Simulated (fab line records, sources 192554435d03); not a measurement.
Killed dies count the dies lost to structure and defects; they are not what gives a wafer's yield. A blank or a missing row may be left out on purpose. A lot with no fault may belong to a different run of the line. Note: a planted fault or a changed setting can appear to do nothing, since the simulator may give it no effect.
fab line records -- flow n5Finfet
record: lots: 6, wafers: 17, lastDay: 18
route steps=1938 shown BEOL_M2@875
lots untouched by any fault: they come from a run of this same line in which no faults occurred
startH: the number of hours between the record's first day and the start of the first shown wafer of the lot -- waitH: time in hours since the lot's previous step -- " as in the row above -- L1.1+2: several wafers, shown together as one row -- - no value present, or no start provided -- * or withheld: withheld -- < > ~ a bound
route shown NAME@n: names a module that has steps shown in the file, with the first one's number in the route -- usual: mean/standard deviation of fault-free wafers -- same: alike in all rows -- chamber/n: place in a boat -- sites: per-site readings -- _std_site: the standard deviation of these -- _edge_site: outer sites' mean less inner sites' -- radiusMm: for every site, how far away it sits from the centre of the wafer -- mask NAME#n: copy n -- behind: the most recent tool/chamber to have shaped the wafer -- hold: reason for holding the lot/hours on hold/outcome of the hold -- device: names the non-switching transistor (n, p or np) -- end of line: the same wafers' tests at the end of the route -- a step with no rows: only its recipe -- killed: at the first sort, the dies lost to defects and structure; wafer yield is something else -- map: dies across one wafer; x = killed, . = not, _ = none there
set.NAME: the run value of the setting; set.NAME@STEP: its run value at that earlier step -- model.NAME: the simulator's own value behind a step, which no gauge read
lots seen at some steps along the route; tables by step, rows by wafer
services: from which hour (startH, from the record's first day; less than 0 if before it) a tool's chamber was out of use, for how many hours, and why
== steps ==
step: N5_BEOL_M2_DEVELOP_27
recipe: developTimeS: 30, developer: TMAH, resist: CAR-EUV, rinseLiquid: surfactantRinse, dry: airSpin, devTempC: 23
step: N5_BEOL_M2_CD_MEAS_28
recipe: targetCdNm: 26.2, landingEnergyEv: 500, detector: seInlens, targetCdYNm: 24.1, polarity: opening
usual: cdNm: 26.15/0.26
lot.wafer,tool,chamber,startH,waitH,cdNm
L371.2,cdSem-01,0,137.70,-,25.57
L371.3,cdSem-01,0,137.70,-,26.05
L371.5,cdSem-01,0,137.70,-,25.89
L381.4,cdSem-01,0,204.98,-,25.79
L381.5,cdSem-01,0,204.98,-,25.77
L381.6,cdSem-01,0,204.98,-,26.32
L384.1,cdSem-03,0,222.61,-,26.03
L384.2,cdSem-03,0,222.61,-,26.00
L384.6,cdSem-03,0,222.61,-,25.97
L387.2,cdSem-01,0,242.98,-,26.02
L387.3,cdSem-01,0,242.98,-,25.73
L387.4,cdSem-01,0,242.98,-,26.65
L390.4,cdSem-03,0,256.47,-,26.42
L390.6,cdSem-03,0,256.47,-,26.28
L389.1,cdSem-03,0,257.37,-,25.96
L389.3,cdSem-03,0,257.37,-,26.00
L389.5,cdSem-03,0,257.37,-,26.25
step: N5_BEOL_M2_OVL_MEAS_29
recipe: pointsPerWafer: 522
usual: V1_OVL: 0.1/0.67
lot.wafer,tool,chamber,startH,waitH,V1_OVL[nm]
L371.2,overlay-02,0,137.74,0.0,0.0
L371.3,overlay-02,0,137.74,0.0,-0.2
L371.5,overlay-02,0,137.74,0.0,-0.5
L381.4,overlay-01,0,205.03,0.0,0.2
L381.5,overlay-01,0,205.03,0.0,-0.1
L381.6,overlay-01,0,205.03,0.0,0.6
L384.1,overlay-01,0,222.64,0.0,-0.6
L384.2,overlay-01,0,222.64,0.0,0.6
L384.6,overlay-01,0,222.64,0.0,0.1
L387.2,overlay-01,0,243.02,0.0,-0.3
L387.3,overlay-01,0,243.02,0.0,-0.8
L387.4,overlay-01,0,243.02,0.0,0.2
L390.4,overlay-02,0,256.51,0.0,-0.4
L390.6,overlay-02,0,256.51,0.0,-0.2
L389.1,overlay-01,0,257.40,0.0,0.2
L389.3,overlay-01,0,257.40,0.0,0.4
L389.5,overlay-01,0,257.40,0.0,-0.4
step: N5_BEOL_M2_INSPECT_30
recipe: mode: adi, inspectInstrument: brightfield
usual: rawDefectCount: 368/75
lot.wafer,tool,chamber,startH,waitH,rawDefectCount
L371.2,defectInspect-02,-,137.79,0.0,376
L371.3,defectInspect-02,-,137.79,0.0,355
L371.5,defectInspect-02,-,137.79,0.0,324
L381.4,defectInspect-01,-,205.07,0.0,559
L381.5,defectInspect-01,-,205.07,0.0,436
L381.6,defectInspect-01,-,205.07,0.0,361
L384.1,defectInspect-02,-,222.70,0.1,370
L384.2,defectInspect-02,-,222.70,0.1,323
L384.6,defectInspect-02,-,222.70,0.1,365
L387.2,defectInspect-01,-,243.07,0.0,401
L387.3,defectInspect-01,-,243.07,0.0,299
L387.4,defectInspect-01,-,243.07,0.0,411
L390.4,defectInspect-01,-,256.55,0.0,490
L390.6,defectInspect-01,-,256.55,0.0,392
L389.1,defectInspect-02,-,257.46,0.1,283
L389.3,defectInspect-02,-,257.46,0.1,290
L389.5,defectInspect-02,-,257.46,0.1,225
step: N5_BEOL_M2_DESCUM_33
recipe: chemistry: O2, timeS: 7, sourcePowerW: 50, biasPowerW: 20, pressureMtorr: 20, rfFrequencyHz: 2.712e+07, tempC: 40, resist: CAR-EUV, o2FlowSccm: 225
usual: biasPowerW: 20.01/0.064, drypumpMotorCurrentA: 5.4/0.44, oesProductAu: 0.79/0.061, rfVppV: 243.6/1.3, showerheadPlenumPTorr: 2.13/0.072, throttleValvePct: 20.44/0.24
lot.wafer,tool,chamber,startH,waitH,biasPowerW,drypumpMotorCurrentA,oesProductAu,rfHoursCounterH,rfVppV,showerheadPlenumPTorr,throttleValvePct
L371.2,rieDiel-02,0,137.83,0.0,20.12,4.9,0.78,143,241.2,2.09,20.35
L371.3,rieDiel-02,1,137.83,0.0,19.90,4.9,0.81,87,245.1,2.23,20.51
L371.5,rieDiel-02,3,137.83,0.0,19.96,5.2,0.76,-,243.7,2.12,20.55
L381.4,rieDiel-02,2,205.10,0.0,20.03,6.3,0.83,62,243.9,2.19,20.21
L381.5,rieDiel-02,3,205.10,0.0,19.97,5.2,0.75,-,242.0,2.11,20.56
L381.6,rieDiel-02,0,205.10,0.0,20.03,4.8,0.76,-,243.3,2.09,20.39
L384.1,rieDiel-02,2,222.98,0.3,20.00,6.4,0.84,67,244.3,2.19,20.23
L384.2,rieDiel-02,3,222.98,0.3,19.97,5.2,0.73,143,243.3,2.11,20.58
L384.6,rieDiel-02,2,222.98,0.3,20.03,6.3,0.84,-,245.0,2.19,20.23
L387.2,rieDiel-02,0,243.31,0.2,20.13,4.8,0.75,172,242.8,2.08,20.42
L387.3,rieDiel-02,2,243.31,0.2,20.08,6.3,0.83,74,245.0,2.18,20.24
L387.4,rieDiel-02,1,243.31,0.2,20.06,5.0,0.77,119,244.5,2.22,20.58
L390.4,rieDiel-02,2,256.76,0.2,20.03,6.4,0.82,78,246.6,2.18,20.24
L390.6,rieDiel-02,1,256.76,0.2,20.03,5.0,0.77,-,245.7,2.21,20.58
L389.1,rieDiel-05,3,257.61,0.1,20.02,5.1,0.81,110,241.9,2.12,20.64
L389.3,rieDiel-05,2,257.61,0.1,19.84,5.2,0.94,14,243.2,2.15,20.11
L389.5,rieDiel-05,1,257.61,0.1,19.91,5.6,0.74,-,244.9,2.22,20.27
step: N5_BEOL_M2_ETCH_77
recipe: chemistry: N2/H2, target: underlayer, targetDepthA: 65, maskMaterial: CAR-EUV, timeS: 5.2, ionEnergyEv: 200, pressureMtorr: 30, sourceW: 840, biasW: 150, n2FlowSccm: 200, h2FlowSccm: 200, ends: cleared
usual: drypumpMotorCurrentA: 5.4/0.44, etchRfOnTimeS: 5.25/0.24, oesProductAu: 0.67/0.051, rfVppV: 525.0/2.6, showerheadPlenumPTorr: 2.59/0.078, throttleValvePct: 17.91/0.28
lot.wafer,tool,chamber,startH,waitH,drypumpMotorCurrentA,etchRfOnTimeS,oesProductAu,rfHoursCounterH,rfVppV,showerheadPlenumPTorr,throttleValvePct
L371.2,rieDiel-02,0,137.86,0.0,4.9,5.22,0.66,143,523.2,2.56,17.92
L371.3,rieDiel-02,1,137.86,0.0,5.0,5.70,0.66,87,524.7,2.70,17.87
L371.5,rieDiel-02,3,137.86,0.0,5.2,4.87,0.68,-,525.8,2.57,18.02
L381.4,rieDiel-02,2,205.14,0.0,6.4,5.34,0.70,62,530.9,2.66,17.55
L381.5,rieDiel-02,3,205.14,0.0,5.2,5.00,0.66,-,522.9,2.56,18.00
L381.6,rieDiel-02,0,205.14,0.0,4.9,5.17,0.65,-,525.5,2.56,17.95
L384.1,rieDiel-02,2,223.02,0.0,6.3,5.32,0.69,67,527.1,2.65,17.53
L384.2,rieDiel-02,3,223.02,0.0,5.2,4.98,0.65,143,526.1,2.56,18.01
L384.6,rieDiel-02,2,223.02,0.0,6.4,5.26,0.70,-,525.2,2.65,17.55
L387.2,rieDiel-02,0,243.34,0.0,4.9,5.26,0.64,172,524.9,2.55,17.96
L387.3,rieDiel-02,2,243.34,0.0,6.4,5.31,0.69,74,529.4,2.65,17.55
L387.4,rieDiel-02,1,243.34,0.0,5.0,5.73,0.64,119,530.0,2.68,17.93
L390.4,rieDiel-02,2,256.79,0.0,6.3,5.24,0.69,78,527.5,2.65,17.59
L390.6,rieDiel-02,1,256.79,0.0,5.0,5.64,0.64,-,527.6,2.68,17.94
L389.1,rieDiel-05,3,257.65,0.0,5.1,5.18,0.69,110,521.2,2.59,18.27
L389.3,rieDiel-05,2,257.65,0.0,5.2,5.20,0.80,14,525.1,2.62,17.65
L389.5,rieDiel-05,1,257.65,0.0,5.6,4.99,0.63,-,526.1,2.61,17.31
step: N5_BEOL_M2_ETCH_69
recipe: chemistry: CF4, target: SiARC, targetDepthA: 156, maskMaterial: CAR-EUV, timeS: 26, ionEnergyEv: 80, pressureMtorr: 40, sourceW: 545, biasW: 36, Ar_flow_sccm: 100, cf4FlowSccm: 100, ends: cleared
step: N5_BEOL_M2_ALD_98
recipe: material: SiO2, targetThkA: 25, tempC: 100, aldPrecursorFamily: BDEAS, aldCoReactant: O2-plasma, pulseTimeS: 1, coReactantPulseTimeS: 1, purgeTimeS: 2, coReactantPurgeTimeS: 2, aldCycles: 17, pressureTorr: 2
usual: chamberPressureTorr: 2.000/0.0044, heaterPowerOuterW: 40/3.8, heaterPowerW: 76/6, precursorPulseHeightRel: 1.000/0.021
lot.wafer,tool,chamber,startH,waitH,chamberPressureTorr,heaterPowerOuterW,heaterPowerW,precursorPulseHeightRel
L371.2,aldSin-01,0,137.96,0.1,1.997,35,68,0.995
L371.3,aldSin-01,2,137.96,0.1,2.006,38,77,0.996
L371.5,aldSin-01,3,137.96,0.1,2.001,40,74,0.958
L381.4,aldSin-01,0,205.69,0.5,2.010,35,71,1.021
L381.5,aldSin-01,3,205.69,0.5,1.997,39,75,1.021
L381.6,aldSin-01,0,205.69,0.5,2.005,35,70,0.982
L384.1,aldSin-02,1,223.48,0.4,1.994,41,72,0.992
L384.2,aldSin-02,3,223.48,0.4,2.002,34,70,1.002
L384.6,aldSin-02,2,223.48,0.4,2.004,45,84,0.962
L387.2,aldSin-01,3,243.44,0.1,2.002,39,72,1.016
L387.3,aldSin-01,1,243.44,0.1,2.002,46,83,0.961
L387.4,aldSin-01,0,243.44,0.1,2.003,34,69,0.998
L390.4,aldSin-01,0,257.00,0.2,1.996,35,72,1.016
L390.6,aldSin-01,1,257.00,0.2,1.997,48,84,1.000
L389.1,aldSin-02,1,258.02,0.3,2.000,42,73,1.032
L389.3,aldSin-02,3,258.02,0.3,1.998,37,70,0.992
L389.5,aldSin-02,2,258.02,0.3,1.993,45,85,1.004
step: N5_BEOL_M2_ETCHBACK_99
recipe: chemistry: CHF3, target: SiO2, targetDepthA: 50, timeS: 10.4, sourceW: 215, biasW: 47, Ar_flow_sccm: 200, CHF3_flow_sccm: 12, ionEnergyEv: 100, pressureMtorr: 30
usual: drypumpMotorCurrentA: 5.5/0.43, oesProductAu: 0.79/0.065, rfVppV: 244/4.4, showerheadPlenumPTorr: 2.19/0.078, throttleValvePct: 17.08/0.25
lot.wafer,tool,chamber,startH,waitH,drypumpMotorCurrentA,oesProductAu,rfHoursCounterH,rfVppV,showerheadPlenumPTorr,throttleValvePct
L371.2,rieDiel-01,3,141.08,3.1,5.7,0.79,102,239,2.18,17.36
L371.3,rieDiel-01,1,141.08,3.1,5.7,0.92,12,247,2.30,17.21
L371.5,rieDiel-01,3,141.08,3.1,5.7,0.78,-,240,2.18,17.37
L381.4,rieDiel-02,1,208.08,2.3,5.0,0.78,107,241,2.28,17.13
L381.5,rieDiel-02,0,208.08,2.3,4.9,0.76,-,248,2.12,16.88
L381.6,rieDiel-02,1,208.08,2.3,5.0,0.78,-,240,2.28,17.14
L384.1,rieDiel-02,2,233.18,9.6,6.4,0.82,70,236,2.29,17.14
L384.2,rieDiel-02,3,233.18,9.6,5.2,0.76,147,240,2.16,17.19
L384.6,rieDiel-02,2,233.18,9.6,6.4,0.82,-,237,2.29,17.15
L387.2,rieDiel-02,1,245.82,2.3,5.0,0.76,120,243,2.28,17.15
L387.3,rieDiel-02,2,245.82,2.3,6.4,0.82,75,237,2.29,17.15
L387.4,rieDiel-02,0,245.82,2.3,4.9,0.75,173,249,2.12,16.90
L390.4,rieDiel-01,2,259.66,2.6,5.2,0.76,-,246,2.15,16.72
L390.6,rieDiel-01,3,259.66,2.6,5.7,0.73,-,240,2.16,17.46
L389.1,rieDiel-05,2,270.53,12.5,5.1,0.92,20,241,2.18,16.63
L389.3,rieDiel-05,1,270.53,12.5,5.6,0.74,171,253,2.24,16.78
L389.5,rieDiel-05,3,270.53,12.5,5.1,0.81,-,248,2.15,17.12
step: N5_BEOL_M2_ETCH_70
recipe: chemistry: N2/H2, target: SOC, targetDepthA: 800, overetchA: 240, maskMaterial: SiARC, tempC: 40, timeS: 130, ionEnergyEv: 200, pressureMtorr: 30, sourceW: 840, biasW: 150, n2FlowSccm: 200, h2FlowSccm: 200
usual: drypumpMotorCurrentA: 5.5/0.43, oesProductAu: 0.59/0.044, rfVppV: 525.1/2.4, runLengthS: 153.3/0.36, showerheadPlenumPTorr: 2.59/0.084, throttleValvePct: 17.89/0.27
lot.wafer,tool,chamber,startH,waitH,drypumpMotorCurrentA,oesProductAu,rfHoursCounterH,rfVppV,runLengthS,showerheadPlenumPTorr,throttleValvePct
L371.2,rieDiel-01,3,141.11,0.0,5.7,0.58,102,525.5,153.4,2.56,18.13
L371.3,rieDiel-01,1,141.11,0.0,5.7,0.67,12,529.5,152.9,2.72,18.10
L371.5,rieDiel-01,3,141.11,0.0,5.8,0.58,-,523.8,153.3,2.56,18.12
L381.4,rieDiel-02,1,208.12,0.0,5.0,0.59,107,528.1,153.6,2.69,17.88
L381.5,rieDiel-02,0,208.12,0.0,4.9,0.56,-,524.2,153.7,2.55,17.89
L381.6,rieDiel-02,1,208.12,0.0,5.0,0.59,-,527.6,153.7,2.69,17.88
L384.1,rieDiel-02,2,233.21,0.0,6.4,0.60,70,527.7,153.2,2.65,17.55
L384.2,rieDiel-02,3,233.21,0.0,5.2,0.55,147,524.0,152.9,2.56,17.99
L384.6,rieDiel-02,2,233.21,0.0,6.4,0.61,-,527.2,152.9,2.65,17.53
L387.2,rieDiel-02,1,245.85,0.0,5.0,0.58,120,526.8,153.7,2.68,17.90
L387.3,rieDiel-02,2,245.85,0.0,6.3,0.60,75,527.4,153.0,2.65,17.54
L387.4,rieDiel-02,0,245.85,0.0,4.9,0.55,173,522.1,154.0,2.55,17.93
L390.4,rieDiel-01,2,259.72,0.0,5.2,0.57,-,522.7,153.2,2.57,17.58
L390.6,rieDiel-01,3,259.72,0.0,5.7,0.55,-,524.2,153.0,2.54,18.20
L389.1,rieDiel-05,2,270.57,0.0,5.2,0.67,20,527.1,153.6,2.62,17.61
L389.3,rieDiel-05,1,270.57,0.0,5.6,0.54,171,526.7,153.6,2.61,17.25
L389.5,rieDiel-05,3,270.57,0.0,5.1,0.59,-,524.7,153.3,2.59,18.22
step: N5_BEOL_M2_STRIP_71
recipe: chemistry: N2/H2, tempC: 40, n2FlowSccm: 200, h2FlowSccm: 200, rfFrequencyHz: 6e+07
step: N5_BEOL_M2_STRIP_78
recipe: chemistry: N2/H2, tempC: 40, n2FlowSccm: 200, h2FlowSccm: 200, rfFrequencyHz: 6e+07
step: N5_BEOL_M2_VIA_ETCH_34
recipe: chemistry: C4F6/O2, targetDepthA: 694, maskMaterial: SOC, pressureMtorr: 15, ionEnergyEv: 250, taperDeg: 4, timeS: 65.9, sourceW: 350, biasW: 170, Ar_flow_sccm: 300, C4F6_flow_sccm: 10, O2_flow_sccm: 10
usual: C4F6_flow_sccm: 10.00/0.032, drypumpMotorCurrentA: 5.5/0.43, oesProductAu: 0.79/0.065, rfVppV: 674/12, runLengthS: 89.2/0.33, showerheadPlenumPTorr: 2.89/0.099, throttleValvePct: 30.8/0.33
lot.wafer,tool,chamber,startH,waitH,C4F6_flow_sccm,drypumpMotorCurrentA,oesProductAu,rfHoursCounterH,rfVppV,runLengthS,showerheadPlenumPTorr,throttleValvePct,model.etch.depthNm
L371.2,rieDiel-01,3,141.22,0.0,10.04,5.7,0.78,102,661,88.8,2.87,31.1,69.22
L371.3,rieDiel-01,1,141.22,0.0,10.03,5.7,0.93,12,685,88.7,3.02,31.1,70.92
L371.5,rieDiel-01,3,141.22,0.0,10.02,5.7,0.78,-,659,88.9,2.87,31.1,68.95
L381.4,rieDiel-02,1,208.23,0.0,9.95,5.0,0.77,107,670,89.8,3.01,31.1,65.73
L381.5,rieDiel-02,0,208.23,0.0,9.97,4.8,0.76,-,688,89.3,2.81,30.5,69.24
L381.6,rieDiel-02,1,208.23,0.0,10.02,5.0,0.77,-,668,89.4,3.01,31.1,64.99
L384.1,rieDiel-02,2,233.32,0.0,9.99,6.3,0.82,70,655,86.0,3.02,31.0,65.81
L384.2,rieDiel-02,3,233.32,0.0,10.02,5.2,0.76,147,665,85.8,2.85,30.7,68.16
L384.6,rieDiel-02,2,233.32,0.0,9.99,6.3,0.82,-,656,85.9,3.02,31.0,66
L387.2,rieDiel-02,1,245.96,0.0,10.04,5.0,0.76,120,669,86.8,3.00,31.1,62.45
L387.3,rieDiel-02,2,245.96,0.0,9.98,6.3,0.82,75,655,86.6,3.02,31.0,66.52
L387.4,rieDiel-02,0,245.96,0.0,9.98,4.9,0.75,173,689,86.0,2.80,30.5,66.33
L390.4,rieDiel-01,2,259.81,0.0,10.02,5.2,0.76,-,679,89.1,2.84,30.3,66.87
L390.6,rieDiel-01,3,259.81,0.0,10.01,5.7,0.74,-,659,89.6,2.85,31.2,68.21
L389.1,rieDiel-05,2,270.67,0.0,10.02,5.2,0.93,20,669,89.2,2.88,30.3,69.39
L389.3,rieDiel-05,1,270.67,0.0,10.05,5.6,0.74,171,693,88.9,2.96,30.2,70.27
L389.5,rieDiel-05,3,270.67,0.0,10.00,5.1,0.80,-,682,89.1,2.84,30.8,69.09
step: N5_BEOL_M2_STRIP_83
recipe: chemistry: C4F6/O2, resist: SiARC, rfFrequencyHz: 6e+07
== services ==
tool,chamber,startH,hours,kind
aldSin-02,3,117.54,10.8,repair
rieDiel-02,2,136.70,8.8,repair
aldSin-02,1,144.57,6.7,repair
rieDiel-02,-,154.74,14.6,pm
rieDiel-05,2,159.38,5.2,repair
aldSin-01,-,163.46,6.0,pm
rieDiel-02,1,170.92,3.2,repair
rieDiel-05,2,185.33,-,clean
rieDiel-05,2,185.33,-,consumableReplace:focusRing
rieDiel-05,2,185.33,22.6,scheduledDown
rieDiel-05,2,185.33,22.6,ventCycle
aldSin-01,2,186.19,5.7,repair
rieDiel-01,0,194.65,-,clean
rieDiel-01,0,194.65,-,consumableReplace:focusRing
rieDiel-01,0,194.65,-,consumableReplace:showerhead
rieDiel-01,0,194.65,18.3,scheduledDown
rieDiel-01,0,194.65,18.3,ventCycle
rieDiel-02,-,201.05,2.8,pm
aldSin-02,2,231.91,6.0,repair
aldSin-01,0,248.39,4.8,repair
aldSin-01,2,264.31,17.2,repair
rieDiel-05,3,264.39,4.8,repair
aldSin-02,-,268.35,14.0,pm
aldSin-02,0,268.35,14.0,ventCycle
== key ==
firstSign: step: N5_BEOL_M2_VIA_ETCH_34, reading: runLengthS, direction: down, sigmas: 8.9, usual: *, struck: *
effect none on later readings
modelEffect: step: N5_BEOL_M2_VIA_ETCH_34, value: etch.depthNm, without: 69.06, struck: 65.88
metAt N5_BEOL_M2_VIA_ETCH_34
struckWafers L384.1,L384.2,L384.6,L387.2,L387.3,L387.4
rowsEnd L384.1,L384.2,L384.6
onsetBetween 208.23 233.32
fault: kind: processParameterDrift, tool: rieDiel-02, chamber: -, onsetH: 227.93, steps: N5_BEOL_M2_VIA_ETCH_34, channel: timeS, offset: *, shape: step, actsIn: *, stated: *
rowsEnd: these wafers met a further fault down the route, and their rows from its step on are left out
